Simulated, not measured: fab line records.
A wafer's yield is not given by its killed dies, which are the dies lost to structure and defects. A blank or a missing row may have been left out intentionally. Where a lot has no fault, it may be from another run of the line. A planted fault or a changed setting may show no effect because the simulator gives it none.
Matching of chambers ; flow nand harc ; NHARC_A_STAIRCASE_DESCUM_168 on rie diel-05: 4 sister chambers
The step chemistry O2, time 3 s. 14 wafers are shown with their chamber, then 7 later ones without.

## EACH WAFER AND ITS CHAMBER
wafer;chamber;drypump motor current A (A);showerhead plenum p Torr (Torr);rf vpp V (V)
L074.3;1;5.4;1.96;58.5
L074.4;0;6.3;1.78;58.4
L074.5;1;5.4;1.96;59.0
L076.1;2;6.1;1.78;56.2
L076.3;1;5.4;1.96;57.4
L076.5;2;6.2;1.78;57.6
L078.1;0;6.3;1.77;56.7
L078.2;1;5.4;1.95;57.6
L078.5;0;6.3;1.77;56.4
L085.2;1;5.4;1.95;59.6
L085.4;3;5.2;2.03;58.6
L085.6;0;6.3;2.07;59.2
L089.1;0;6.3;2.07;59.1
L089.4;1;5.4;1.94;58.5

SIGNATURES, as means of the wafers listed above
reading;chamber 0;chamber 1;chamber 2;chamber 3;scatter within a chamber
drypump motor current A;6.300;5.400;6.150;5.200;0.0224
showerhead plenum p Torr;1.8920;1.9533;1.7800;2.0300;0.103
rf vpp V;57.960;58.433;56.900;58.600;1.07
Rule: distance of a wafer from a chamber = root of the sum over the readings of ((wafer's reading minus chamber's mean) / reading's scatter) squared. The wafer belongs to the nearest chamber; if the next one is less than 2 further off, it can't be placed. How the scatter is found: for the shown wafers, subtract from each reading the mean of its chamber, square and add these, divide the total by (wafers less chambers), then take the root.

## WAFERS WITHOUT THEIR CHAMBER
wafer;drypump motor current A (A);showerhead plenum p Torr (Torr);rf vpp V (V)
L089.5;5.3;1.94;58.5
L091.1;5.2;2.03;58.3
L091.5;6.1;1.77;57.2
L091.6;5.4;1.94;58.6
L095.2;6.3;2.06;60.0
L095.3;6.1;1.76;57.9
L095.6;6.1;1.76;57.1

## THE CHAMBER EACH PASSED THROUGH
wafer;from the rows above;in truth
L089.5;can't be placed: 1 or 3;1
L091.1;3;3
L091.5;2;2
L091.6;1;1
L095.2;0;0
L095.3;2;2
L095.6;2;2
6 of 7 placed correctly. Not placeable from these rows: 1 (in 1, the candidates include the true chamber). Number placed wrongly: 0.
